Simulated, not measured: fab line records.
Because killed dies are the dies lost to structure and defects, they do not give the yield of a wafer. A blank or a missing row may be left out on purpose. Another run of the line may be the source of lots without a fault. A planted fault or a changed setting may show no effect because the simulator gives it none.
fab line records    flow nandHarc    part 1 of 2: steps 1 to 4 of 6
[record] lots = 23  wafers = 69  lastDay = 33
route steps=1302 shown A_STAIRCASE@734
lots that met no fault: taken from a fault-free run of the same line
startH: hours from the record's first day to the start of the lot's first wafer shown    waitH: time in hours since the lot's previous step    " identical to the entry in the row above    L1.1+2: a single row standing in for several wafers    - no value, or no start was given    * or withheld: withheld    < > ~ a bound
route shown NAME@n: a module of which the file shows steps, and the number in the route of the first    usual: mean/standard deviation taken from wafers without a fault    same: alike in all rows    chamber/n: place in a boat    sites: each site's reading    _std_site: standard deviation across them    _edge_site: outer sites' mean less inner sites'    radiusMm: how far each site lies from the wafer's centre    mask NAME#n: copy n    behind: the most recent tool/chamber to have shaped the wafer    hold: the reason the lot was held/the length of the hold in hours/how it ended    device: names the non-switching transistor (n, p or np)    end of line: at the end of the route, the tests of the same wafers    for a step that has no rows: nothing shown but its recipe    killed: the dies lost at the first sort to structure and to defects; this is not the yield of the wafer    map: per-die view of a wafer (x killed, . not killed, _ where there is no die)
set.NAME: setting as actually run; set.NAME@STEP: the setting as run at that earlier step    model.NAME: the simulator's own value behind a step, which no gauge read
a sample of lots followed through the steps of the route, with each step as a table and each wafer as a row
services: from which hour (startH, from the record's first day; less than 0 if before it) a tool's chamber was out of use, for how many hours, and why
[[steps]]
[step NHARC_A_STAIRCASE_TRIM_220]
[recipe] timeS = 211.2  o2FlowSccm = 500  arFlowSccm = 0  biasW = 0  chemistry = O2
[usual] drypumpMotorCurrentA = 5.6/0.42  oesProductAu = 0.998/0.011  rfVppV = 57.8/0.83  showerheadPlenumPTorr = 3.54/0.11  throttleValvePct = 17.036/0.0099
lot.wafer  tool        chamber  startH  waitH  drypumpMotorCurrentA  oesProductAu  rfHoursCounterH  rfVppV  showerheadPlenumPTorr  throttleValvePct
L074.3     rieDiel-08  2        358.94  0.1    5.7                   1.002         48               56.6    3.37                   17.040
L074.4     "           0        "       "      5.6                   1.003         57               57.2    3.59                   17.046
L074.6     "           2        "       "      5.7                   1.007         -                57.3    3.37                   17.051
L075.2     rieDiel-08  3        363.20  0.1    5.0                   0.999         52               59.6    3.60                   17.030
L075.4     "           0        "       "      5.6                   1.000         58               56.8    3.59                   17.031
L075.1     "           1        "       "      5.6                   1.006         55               58.7    3.75                   17.026
L076.4     rieDiel-09  2        381.40  0.1    5.5                   0.979         19               57.1    3.61                   17.046
L076.2     "           3        "       "      6.6                   0.996         19               58.5    3.54                   17.044
L076.5     "           1        "       "      5.7                   0.988         -                56.6    3.50                   17.048
L077.1     rieDiel-09  3        393.48  0.1    6.6                   0.998         26               58.3    3.54                   17.027
L077.6     "           1        "       "      5.7                   0.989         -                57.5    3.50                   17.025
L077.5     "           2        "       "      5.5                   0.985         -                57.5    3.61                   17.032
L078.4     rieDiel-09  2        394.64  0.1    5.5                   0.985         26               57.2    3.61                   17.031
L078.1     "           3        "       "      6.6                   0.999         26               59.1    3.53                   17.016
L078.6     "           2        "       "      5.5                   0.988         -                56.8    3.61                   17.036
L080.3     rieDiel-09  3        412.17  0.1    6.6                   1.003         33               57.9    3.53                   17.044
L080.6     "           1        "       "      5.7                   1.004         -                57.4    3.50                   17.055
L080.5     "           2        "       "      5.5                   0.988         -                57.0    3.61                   17.040
L079.4     rieDiel-08  1        412.31  0.1    5.6                   0.983         11               57.6    3.74                   17.032
L079.2     "           0        "       "      5.6                   0.996         10               57.7    3.58                   17.031
L079.6     "           2        "       "      5.7                   0.989         -                57.8    3.36                   17.040
L081.4     rieDiel-08  3        430.58  0.1    5.0                   1.008         19               57.4    3.58                   17.027
L081.6     "           3        "       "      5.0                   1.006         -                57.9    3.58                   17.024
L081.5     "           0        "       "      5.6                   0.997         -                57.7    3.58                   17.045
L082.2     rieDiel-09  0        442.50  0.1    5.7                   0.994         36               57.3    3.47                   17.029
L082.4     "           1        "       "      5.7                   0.998         37               58.7    3.49                   17.039
L082.5     "           3        "       "      6.6                   1.001         -                57.8    3.53                   17.042
L083.4     rieDiel-08  0        443.57  0.1    5.6                   0.998         17               58.4    3.58                   17.044
L083.2     "           1        "       "      5.6                   0.992         18               59.2    3.74                   17.030
L083.6     "           0        "       "      5.6                   0.991         -                56.9    3.58                   17.030
L084.1     rieDiel-09  2        466.60  0.1    5.5                   0.978         52               57.9    3.60                   17.048
L084.4     "           3        "       "      6.6                   0.986         50               58.4    3.52                   17.047
L084.2     "           0        "       "      5.7                   0.978         45               56.6    3.46                   17.043
L085.4     rieDiel-09  1        466.96  0.1    5.7                   1.000         47               57.7    3.49                   17.051
L085.3     "           2        "       "      5.5                   0.989         52               59.5    3.60                   17.047
L085.6     "           0        "       "      5.8                   0.988         -                59.2    3.46                   17.043
L086.2     rieDiel-03  3        480.47  0.1    5.7                   1.017         4                58.8    3.77                   17.043
L086.1     "           2        "       "      4.9                   1.002         7                58.3    3.44                   17.041
L086.6     "           0        "       "      5.3                   1.017         -                56.9    3.43                   17.035
L087.2     rieDiel-03  0        485.41  0.1    5.3                   1.019         6                58.0    3.43                   17.024
L087.3     "           1        "       "      6.2                   0.995         8                57.4    3.47                   17.026
L087.6     "           0        "       "      5.3                   1.005         -                56.8    3.43                   17.051
L088.2     rieDiel-08  3        505.38  0.2    5.0                   1.010         46               57.4    3.57                   17.046
L088.4     "           1        "       "      5.6                   0.998         40               58.5    3.72                   17.033
L088.5     "           3        "       "      5.0                   1.008         -                57.4    3.57                   17.020
L089.3     rieDiel-03  3        505.55  0.1    5.7                   1.024         12               57.5    3.77                   17.061
L089.5     "           2        "       "      4.8                   1.014         -                57.3    3.44                   17.029
L089.4     "           1        "       "      6.1                   1.000         -                57.7    3.46                   17.036
L090.1     rieDiel-09  1        525.53  0.1    5.7                   0.991         5                57.5    3.48                   17.059
L090.5     "           3        "       "      6.6                   1.013         -                57.6    3.51                   17.036
L090.6     "           1        "       "      5.7                   0.992         -                58.7    3.48                   17.038
L091.4     rieDiel-08  1        525.80  0.1    5.6                   0.992         48               57.5    3.72                   17.030
L091.2     "           3        "       "      5.0                   1.002         52               57.0    3.57                   17.045
L091.6     "           2        "       "      5.7                   0.999         -                57.9    3.34                   17.040
L092.2     rieDiel-03  3        548.71  0.1    5.7                   1.020         30               59.3    3.76                   17.057
L092.3     "           2        "       "      4.8                   1.005         32               59.7    3.43                   17.026
L092.5     "           3        "       "      5.7                   1.006         -                59.5    3.76                   17.027
L093.4     rieDiel-09  2        548.79  0.1    5.5                   0.999         20               58.6    3.58                   17.030
L093.2     "           3        "       "      6.6                   1.006         19               56.7    3.51                   17.036
L093.1     "           0        "       "      5.7                   1.000         13               57.9    3.45                   17.035
L094.2     rieDiel-03  3        558.49  0.1    5.7                   1.014         33               57.9    3.76                   17.045
L094.6     "           3        "       "      5.7                   1.024         -                58.2    3.76                   17.037
L094.5     "           0        "       "      5.3                   1.020         -                56.9    3.41                   17.015
L095.3     rieDiel-09  1        571.91  0.1    5.7                   0.997         26               58.0    3.47                   17.016
L095.6     "           3        "       "      6.6                   0.997         -                58.5    3.50                   17.046
L095.5     "           0        "       "      5.8                   0.997         -                58.6    3.45                   17.029
L096.4     rieDiel-08  3        581.29  1.1    5.0                   0.989         10               57.7    3.56                   17.054
L096.6     "           0        "       "      5.6                   0.998         -                57.2    3.56                   17.018
L096.5     "           1        "       "      5.6                   0.995         -                57.0    3.71                   17.040
[step NHARC_A_STAIRCASE_TRIM_224]
[recipe] timeS = 211.2  o2FlowSccm = 500  arFlowSccm = 0  biasW = 0  chemistry = O2
[usual] drypumpMotorCurrentA = 5.6/0.43  oesProductAu = 0.998/0.011  rfVppV = 57.8/0.86  showerheadPlenumPTorr = 3.54/0.11  throttleValvePct = 17.036/0.0081
lot.wafer  tool        chamber  startH  waitH  drypumpMotorCurrentA  oesProductAu  rfHoursCounterH  rfVppV  showerheadPlenumPTorr  throttleValvePct
L074.4     rieDiel-08  3        -       -      5.0                   1.001         51               58.0    3.60                   17.047
L074.3     "           1        "       "      5.6                   0.993         53               58.2    3.75                   17.035
L074.6     "           2        "       "      5.7                   1.001         -                56.3    3.37                   17.036
L075.2     rieDiel-08  0        -       -      5.6                   1.008         59               58.5    3.59                   17.032
L075.4     "           1        "       "      5.6                   0.999         55               58.1    3.75                   17.036
L075.1     "           2        "       "      5.7                   0.999         51               58.9    3.37                   17.037
L076.4     rieDiel-09  2        -       -      5.5                   0.987         19               57.2    3.61                   17.041
L076.2     "           3        "       "      6.6                   0.994         19               57.7    3.54                   17.032
L076.5     "           1        "       "      5.7                   0.999         -                57.2    3.50                   17.037
L077.1     rieDiel-09  2        -       -      5.5                   0.990         25               57.9    3.61                   17.030
L077.5     "           0        "       "      5.7                   0.991         -                58.6    3.48                   17.047
L077.6     "           1        "       "      5.7                   0.998         -                57.4    3.50                   17.032
L078.4     rieDiel-09  2        -       -      5.5                   0.993         26               58.0    3.61                   17.032
L078.1     "           3        "       "      6.6                   0.997         26               56.7    3.54                   17.038
L078.6     "           1        "       "      5.7                   0.998         -                57.3    3.50                   17.044
L080.3     rieDiel-09  0        -       -      5.8                   0.992         28               56.5    3.47                   17.025
L080.5     "           2        "       "      5.5                   0.990         -                58.7    3.61                   17.037
L080.6     "           3        "       "      6.6                   0.989         -                58.9    3.53                   17.040
L079.4     rieDiel-08  0        -       -      5.6                   1.011         10               57.9    3.58                   17.039
L079.2     "           1        "       "      5.5                   0.996         12               58.7    3.74                   17.044
L079.6     "           3        "       "      5.0                   1.004         -                58.9    3.59                   17.028
L081.4     rieDiel-08  3        -       -      5.0                   1.015         19               57.1    3.58                   17.045
L081.6     "           0        "       "      5.6                   0.999         -                58.0    3.58                   17.030
L081.5     "           1        "       "      5.6                   0.996         -                57.3    3.74                   17.034
L082.4     rieDiel-09  0        -       -      5.8                   0.988         36               57.5    3.47                   17.032
L082.2     "           1        "       "      5.7                   0.989         37               59.2    3.49                   17.046
L082.5     "           0        "       "      5.7                   0.988         -                57.7    3.47                   17.024
L083.2     rieDiel-08  0        -       -      5.6                   0.996         17               57.3    3.58                   17.026
L083.4     "           2        "       "      5.7                   0.987         23               58.6    3.36                   17.050
L083.6     "           0        "       "      5.6                   1.003         -                57.2    3.58                   17.048
L084.4     rieDiel-09  1        -       -      5.7                   0.997         47               57.9    3.49                   17.045
L084.2     "           2        "       "      5.5                   0.986         52               59.3    3.60                   17.026
L084.1     "           0        "       "      5.7                   0.986         45               56.9    3.46                   17.047
L085.3     rieDiel-09  1        -       -      5.7                   0.990         47               57.9    3.49                   17.031
L085.4     "           3        "       "      6.6                   0.991         51               57.4    3.52                   17.034
L085.6     "           1        "       "      5.7                   0.997         -                58.2    3.49                   17.045
L086.1     rieDiel-03  1        -       -      6.1                   1.001         7                57.4    3.47                   17.029
L086.2     "           2        "       "      4.8                   0.998         7                59.4    3.44                   17.029
L086.6     "           0        "       "      5.3                   1.021         -                57.8    3.43                   17.029
L087.2     rieDiel-03  1        -       -      6.1                   1.008         8                58.2    3.47                   17.047
L087.3     "           2        "       "      4.8                   1.006         8                57.6    3.44                   17.033
L087.6     "           3        "       "      5.7                   1.023         -                58.5    3.77                   17.047
L088.4     rieDiel-08  0        -       -      5.6                   1.003         42               56.6    3.57                   17.035
L088.2     "           2        "       "      5.7                   0.990         44               57.8    3.35                   17.032
L088.5     "           0        "       "      5.6                   1.005         -                58.4    3.57                   17.035
L089.3     rieDiel-03  1        -       -      6.1                   0.994         14               58.1    3.46                   17.033
L089.4     "           3        "       "      5.7                   1.005         -                58.9    3.77                   17.018
L089.5     "           2        "       "      4.8                   1.000         -                59.7    3.44                   17.054
L090.1     rieDiel-09  2        -       -      5.5                   0.997         5                58.1    3.59                   17.039
L090.5     "           1        "       "      5.7                   0.975         -                58.0    3.48                   17.037
L090.6     "           2        "       "      5.5                   0.994         -                58.1    3.59                   17.031
L091.4     rieDiel-08  2        -       -      5.7                   0.977         50               58.5    3.34                   17.027
L091.2     "           1        "       "      5.6                   0.987         49               59.8    3.72                   17.025
L091.6     "           2        "       "      5.8                   0.987         -                57.4    3.34                   17.038
L093.4     rieDiel-09  1        -       -      5.7                   1.002         18               57.2    3.47                   17.047
L093.1     "           2        "       "      5.5                   0.998         20               57.5    3.58                   17.043
L093.2     "           3        "       "      6.6                   1.008         19               56.3    3.51                   17.043
L092.2     rieDiel-03  1        -       -      6.1                   1.005         35               57.1    3.45                   17.045
L092.3     "           3        "       "      5.7                   1.015         31               59.5    3.76                   17.045
L092.5     "           1        "       "      6.1                   1.001         -                57.4    3.45                   17.041
L094.2     rieDiel-03  2        -       -      4.8                   1.008         36               59.3    3.43                   17.045
L094.5     "           2        "       "      4.8                   1.003         -                58.1    3.43                   17.029
L094.6     "           3        "       "      5.7                   1.012         -                58.5    3.76                   17.038
L095.3     rieDiel-09  2        -       -      5.5                   0.990         26               56.8    3.58                   17.026
L095.5     "           2        "       "      5.5                   0.989         -                58.7    3.58                   17.034
L095.6     "           3        "       "      6.6                   0.990         -                56.3    3.50                   17.039
L096.4     rieDiel-08  0        -       -      5.6                   1.006         8                57.1    3.56                   17.022
L096.6     "           1        "       "      5.6                   0.997         -                58.8    3.71                   17.038
L096.5     "           2        "       "      5.7                   0.994         -                57.7    3.34                   17.041
[step NHARC_A_STAIRCASE_HM_DEP_456]
[recipe] targetThkA = 31000  tempC = 400  material = aC
[usual] throttleValvePct = 34.999/0.0087
lot.wafer  tool       chamber  startH  waitH  throttleValvePct
L074.3     aclDep-03  0        367.66  -      34.990
L074.4     "          0        "       "      35.002
L074.6     "          0        "       "      35.005
L075.1     aclDep-02  0        369.30  -      34.995
L075.2     "          0        "       "      35.006
L075.4     "          0        "       "      34.999
L076.2     aclDep-01  0        386.30  -      34.991
L076.4     "          0        "       "      35.006
L076.5     "          0        "       "      35.012
L077.1     aclDep-03  0        398.04  -      35.003
L077.5     "          0        399.26  -      35.010
L077.6     "          0        "       "      34.993
L078.1     aclDep-03  0        399.86  -      34.993
L078.4     "          0        "       "      34.995
L078.6     "          0        "       "      34.991
L080.3     aclDep-03  0        418.14  -      35.002
L080.5     "          0        "       "      34.999
L080.6     "          0        "       "      35.001
L079.2     aclDep-02  0        418.17  -      34.991
L079.4     "          0        "       "      34.993
L079.6     "          0        "       "      34.984
L081.4     aclDep-03  0        438.04  -      35.005
L081.5     "          0        "       "      34.997
L081.6     "          0        "       "      35.012
L082.2     aclDep-01  0        447.43  -      34.996
L082.4     "          0        "       "      35.008
L082.5     "          0        "       "      34.986
L083.2     aclDep-03  0        448.90  -      34.987
L083.4     "          0        "       "      35.000
L083.6     "          0        "       "      35.015
L084.1     aclDep-02  0        471.30  -      35.008
L084.2     "          0        "       "      35.013
L084.4     "          0        "       "      35.012
L085.3     aclDep-03  0        472.33  -      35.010
L085.4     "          0        "       "      35.017
L085.6     "          0        "       "      35.009
L086.1     aclDep-02  0        486.17  -      35.000
L086.2     "          0        "       "      35.001
L086.6     "          0        487.70  -      35.016
L087.2     aclDep-02  0        492.04  -      34.998
L087.3     "          0        "       "      34.975
L087.6     "          0        "       "      35.012
L088.2     aclDep-01  0        510.31  -      35.013
L088.4     "          0        "       "      34.998
L088.5     "          0        "       "      34.989
L089.3     aclDep-03  0        511.32  -      34.997
L089.4     "          0        "       "      34.996
L089.5     "          0        "       "      34.988
L091.2     aclDep-01  0        533.48  -      35.002
L091.4     "          0        "       "      34.991
L091.6     "          0        "       "      34.992
L090.1     aclDep-02  0        533.49  -      35.000
L090.5     "          0        534.72  -      34.998
L090.6     "          0        "       "      34.995
L093.1     aclDep-02  0        554.17  -      34.992
L093.2     "          0        "       "      34.998
L093.4     "          0        "       "      34.995
L092.2     aclDep-02  0        556.30  -      35.006
L092.3     "          0        "       "      34.997
L092.5     "          0        "       "      34.995
L094.2     aclDep-02  0        563.39  -      34.993
L094.5     "          0        "       "      35.009
L094.6     "          0        "       "      34.993
L095.3     aclDep-02  0        577.35  -      34.991
L095.5     "          0        "       "      35.005
L095.6     "          0        "       "      34.994
L096.4     aclDep-02  0        590.36  -      34.996
L096.5     "          0        "       "      34.991
L096.6     "          0        "       "      35.012
[step NHARC_A_STAIRCASE_DESCUM_270]
[recipe] timeS = 3  o2FlowSccm = 200  arFlowSccm = 0  biasPowerW = 0  chemistry = O2
[usual] drypumpMotorCurrentA = 5.6/0.45  oesProductAu = 1.001/0.011  rfVppV = 57.8/0.79  showerheadPlenumPTorr = 1.91/0.072  throttleValvePct = 11.312/0.0092
lot.wafer  tool        chamber  startH  waitH  drypumpMotorCurrentA  oesProductAu  rfHoursCounterH  rfVppV  showerheadPlenumPTorr  throttleValvePct
L074.3     rieDiel-03  1        369.91  -      6.1                   1.014         27               58.0    1.89                   11.312
L074.4     "           2        "       "      4.8                   1.011         25               57.6    1.87                   11.301
L074.6     "           0        "       "      5.3                   1.013         -                57.1    1.87                   11.312
L075.1     rieDiel-03  1        372.33  -      6.2                   1.007         28               57.5    1.89                   11.323
L075.2     "           2        "       "      4.8                   1.003         27               58.1    1.87                   11.321
L075.4     "           0        "       "      5.2                   1.027         16               57.9    1.86                   11.316
L076.2     rieDiel-09  3        388.70  -      6.6                   0.992         23               57.8    1.92                   11.314
L076.4     "           2        "       "      5.5                   0.985         23               57.6    1.96                   11.330
L076.5     "           3        "       "      6.6                   0.987         -                57.2    1.92                   11.312
L077.1     rieDiel-08  1        400.76  -      5.5                   0.993         6                58.5    2.04                   11.300
L077.5     "           2        "       "      5.8                   0.993         -                58.1    1.82                   11.305
L077.6     "           3        "       "      5.0                   0.999         -                57.9    1.95                   11.319
L078.1     rieDiel-03  2        402.69  -      4.8                   1.002         35               58.8    1.87                   11.299
L078.4     "           0        "       "      5.3                   1.014         25               58.0    1.86                   11.315
L078.6     "           2        "       "      4.8                   0.993         -                56.7    1.87                   11.317
L080.3     rieDiel-03  3        420.41  -      5.6                   1.006         42               59.0    2.06                   11.319
L080.5     "           1        "       "      6.1                   1.003         -                56.9    1.89                   11.322
L080.6     "           2        "       "      4.8                   1.006         -                58.5    1.87                   11.309
L079.4     rieDiel-09  2        420.70  -      5.5                   0.978         36               57.7    1.96                   11.323
L079.2     "           3        "       "      6.6                   0.999         35               58.6    1.91                   11.302
L079.6     "           1        "       "      5.7                   0.994         -                58.6    1.89                   11.307
L081.4     rieDiel-03  0        440.12  -      5.3                   1.029         -                56.3    1.86                   11.316
L081.5     "           1        "       "      6.1                   1.006         -                57.4    1.88                   11.313
L081.6     "           3        "       "      5.6                   1.005         -                57.6    2.06                   11.328
L082.2     rieDiel-08  0        449.96  -      5.6                   1.003         19               59.5    1.94                   11.299
L082.4     "           3        "       "      5.0                   1.001         24               59.3    1.94                   11.296
L082.5     "           1        "       "      5.6                   0.997         -                56.6    2.03                   11.304
L083.4     rieDiel-03  3        451.86  -      5.6                   1.003         55               59.6    2.06                   11.310
L083.2     "           1        "       "      6.1                   1.008         56               56.9    1.88                   11.319
L083.6     "           2        "       "      4.8                   1.001         -                58.7    1.87                   11.316
L084.1     rieDiel-03  2        474.14  -      4.8                   1.001         2                58.2    1.87                   11.306
L084.4     "           0        "       "      5.3                   1.019         1                58.0    1.85                   11.321
L084.2     "           1        "       "      6.1                   0.998         2                58.0    1.88                   11.304
L085.4     rieDiel-09  0        474.54  -      5.8                   0.984         47               58.3    1.88                   11.305
L085.3     "           2        "       "      5.4                   0.984         54               58.7    1.95                   11.317
L085.6     "           1        "       "      5.7                   0.989         -                58.5    1.89                   11.315
L086.1     rieDiel-03  1        488.87  -      6.1                   1.010         10               56.5    1.88                   11.318
L086.2     "           2        "       "      4.8                   1.008         9                56.8    1.86                   11.314
L086.6     "           1        "       "      6.1                   1.003         -                57.6    1.88                   11.332
L087.3     rieDiel-08  0        494.46  -      5.6                   0.997         36               57.8    1.94                   11.322
L087.2     "           1        "       "      5.6                   1.000         35               58.3    2.03                   11.330
L087.6     "           2        "       "      5.7                   0.984         -                57.4    1.81                   11.307
L088.4     rieDiel-09  0        512.84  -      5.8                   1.011         0                58.3    1.87                   11.310
L088.2     "           3        "       "      6.6                   1.009         0                58.5    1.91                   11.315
L088.5     "           0        "       "      5.7                   1.008         -                57.4    1.87                   11.311
L089.3     rieDiel-03  3        513.63  -      5.7                   1.011         15               58.2    2.05                   11.311
L089.4     "           3        "       "      5.7                   1.019         -                56.7    2.05                   11.300
L089.5     "           1        "       "      6.1                   0.995         -                58.1    1.87                   11.302
L091.2     rieDiel-03  1        536.02  -      6.1                   1.000         27               58.2    1.87                   11.303
L091.4     "           2        "       "      4.8                   0.998         26               57.4    1.86                   11.313
L091.6     "           2        "       "      4.8                   1.008         -                57.6    1.86                   11.307
L090.1     rieDiel-09  0        536.34  -      5.7                   0.991         7                56.5    1.87                   11.313
L090.5     "           0        "       "      5.8                   0.991         -                58.5    1.87                   11.309
L090.6     "           1        "       "      5.7                   0.985         -                57.0    1.88                   11.315
L093.1     rieDiel-08  3        556.87  -      5.0                   0.985         0                58.7    1.93                   11.300
L093.4     "           0        "       "      5.6                   1.013         0                58.0    1.93                   11.319
L093.2     "           1        "       "      5.6                   1.000         0                58.6    2.02                   11.312
L092.2     rieDiel-09  2        559.09  -      5.5                   0.994         22               57.2    1.94                   11.304
L092.3     "           3        "       "      6.6                   0.994         20               57.6    1.90                   11.292
L092.5     "           1        "       "      5.7                   0.996         -                58.4    1.88                   11.303
L094.2     rieDiel-03  0        565.85  -      5.3                   1.016         29               57.3    1.85                   11.311
L094.6     "           3        "       "      5.6                   1.004         -                58.7    2.05                   11.313
L094.5     "           0        "       "      5.2                   1.025         -                58.1    1.85                   11.316
L095.3     rieDiel-08  3        579.60  -      5.0                   1.003         9                58.7    1.93                   11.316
L095.5     "           1        "       "      5.6                   1.006         -                59.0    2.02                   11.318
L095.6     "           2        "       "      5.7                   1.005         -                56.5    1.80                   11.299
L096.4     rieDiel-08  0        592.28  -      5.6                   1.004         11               58.8    1.93                   11.299
L096.5     "           3        "       "      5.0                   0.987         -                58.0    1.93                   11.320
L096.6     "           0        "       "      5.6                   0.998         -                57.1    1.93                   11.312
